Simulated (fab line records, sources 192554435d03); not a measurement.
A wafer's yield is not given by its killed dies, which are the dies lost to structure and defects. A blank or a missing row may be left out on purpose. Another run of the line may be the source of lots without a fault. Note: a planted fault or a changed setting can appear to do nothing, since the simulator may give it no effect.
Comparing a struck lot with a sound one || flow n5-finfet || 17 steps out of a route of 1938
Sound: these wafers, L341.1, L341.4, L341.5. Struck: wafer L354.3; the same lot's L354.5 was not struck, so it is left out; see the end for the cause.
For every step that has rows: the tool of each side, followed by ch and its chambers, followed by its first start. Under that, the readings that differ: sound wafers || struck wafers || difference of the means || sigmas: that difference in standard deviations of wafers without a fault.
alike: readings whose means differ by less than 2 such deviations, and words and numbers that are the same on both sides. not compared: withheld readings, readings that some wafer has no value for, bounds like >300 that may hide the same value, and numbers for which the record gives no deviation and whose values overlap.
The two part at a step that has a row with sigmas, a row that says differs or no value, or rows on one side only. Non-overlapping numbers with no deviation appear without sigmas and do not part them. A reading that every wafer of one side lacks parts them only if that side has two wafers or more.

first, 8 steps without rows for these wafers: N5_PASSIVATION_HMDS_03 (time 60 s); N5_PASSIVATION_COAT_04; N5_PASSIVATION_EBR_06; N5_PASSIVATION_SOFTBAKE_05 (time 90 s); N5_PASSIVATION_EXPOSE_07 (exposes mask TV, defocus 0 nm, target cd 3000 nm); N5_PASSIVATION_PEB_08; N5_PASSIVATION_DEVELOP_09 (develop time 60 s); N5_PASSIVATION_HARDBAKE_11 (time 120 s).
N5_PASSIVATION_CD_MEAS_10 targets a cd of 3000 nm.
  sound on cd-sem-01 ch 0, day 13 23:25; struck on cd-sem-01 ch 0, day 16 19:37
  alike: cd-nm
N5_PASSIVATION_OVL_MEAS_60:
  sound on overlay-01 ch 0, day 13 23:26; struck on overlay-01 ch 0, day 16 19:38
  alike: TV_OVL
N5_PASSIVATION_INSPECT_61: inspects for defects (macro).
  sound on defect-inspect-01 at day 13 23:28; struck on defect-inspect-02 at day 16 19:40
  alike: raw-defect-count
N5_PASSIVATION_DESCUM_12: chemistry O2, time 7.9 s.
  sound on rie-diel-03 ch 0,1, day 13 23:32; struck on rie-diel-03 ch 0, day 16 19:52
  alike: drypump-motor-current-A, oes-product-au, rf-fwd-power-W, rf-vpp-V, showerhead-plenum-p-Torr, temp-c, throttle-valve-pct
  not compared: rf-hours-counter-h
N5_PASSIVATION_PASS_ETCH_74: etches SiNx in CF4/O2, target depth 220 nm, time 110 s.
  sound on rie-diel-03 ch 0,1, day 13 23:35; struck on rie-diel-03 ch 0, day 16 19:56
{"reading": "oes-product-au (a.u.)", "sound": "0.78 0.86 0.87", "struck": 1.02, "difference": "+0.18", "sigmas": "+2"}
{"reading": "model.etch.depth-nm (nm)", "sound": "218.9 224.6 223.9", "struck": 300.3, "difference": "+77.8", "sigmas": ""}
{"reading": "model.TV_OPEN.cd-offset-nm (nm)", "sound": "0.2 -0.2 0.2", "struck": -3.6, "difference": -3.7, "sigmas": ""}
  alike: drypump-motor-current-A, oes_o_777_au, rf-fwd-power-W, rf-vpp-V, showerhead-plenum-p-Torr, throttle-valve-pct
  not compared: rf-hours-counter-h, model.coat_of_PASSIVATION_COAT_04.thk-nm
N5_PASSIVATION_VIA_ETCH_13: etches SiO2 in CHF3/O2, target depth 660 nm, time 330 s.
  sound on rie-diel-03 ch 0,1, day 13 23:41; struck on rie-diel-03 ch 0, day 16 20:02
  alike: CHF3_flow_sccm, drypump-motor-current-A, etch-rf-on-time-s, oes_o_777_au, oes-product-au, rf-fwd-power-W, rf-vpp-V, showerhead-plenum-p-Torr, throttle-valve-pct
  not compared: rf-hours-counter-h, model.coat_of_PASSIVATION_COAT_04.thk-nm
N5_PASSIVATION_STRIP_14: strips in O2.
  sound on rie-diel-03 ch 0,1, day 13 23:53; struck on rie-diel-03 ch 0, day 16 20:14
  alike: drypump-motor-current-A, oes-product-au, rf-vpp-V, showerhead-plenum-p-Torr, temp-c, throttle-valve-pct
  not compared: rf-hours-counter-h
N5_PASSIVATION_ETCH_15: etches SiCN in CF4/N2, target depth 75 nm, time 81.2 s.
  sound on rie-diel-03 ch 0,1; struck on rie-diel-03 ch 0
{"reading": "model.TV_OPEN.cd-offset-nm (nm)", "sound": "2.2 1.2 2.2", "struck": -1.8, "difference": -3.7, "sigmas": ""}
  alike: drypump-motor-current-A, oes-product-au, rf-fwd-power-W, rf-vpp-V, showerhead-plenum-p-Torr, throttle-valve-pct
  not compared: rf-hours-counter-h
then, 1 step without rows for these wafers: N5_PASSIVATION_STRIP_73 (strips in post etch residue remover, time 60 s).

## WHERE THEY PART
Within this record, at N5_PASSIVATION_PASS_ETCH_74 only. Later steps at which nothing parts them and some readings are alike: N5_PASSIVATION_VIA_ETCH_13, N5_PASSIVATION_STRIP_14, N5_PASSIVATION_ETCH_15.

WHY: what had been put in by the simulator
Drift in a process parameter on rie-diel-03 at N5_PASSIVATION_PASS_ETCH_74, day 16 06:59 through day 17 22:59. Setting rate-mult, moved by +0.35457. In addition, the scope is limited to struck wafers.
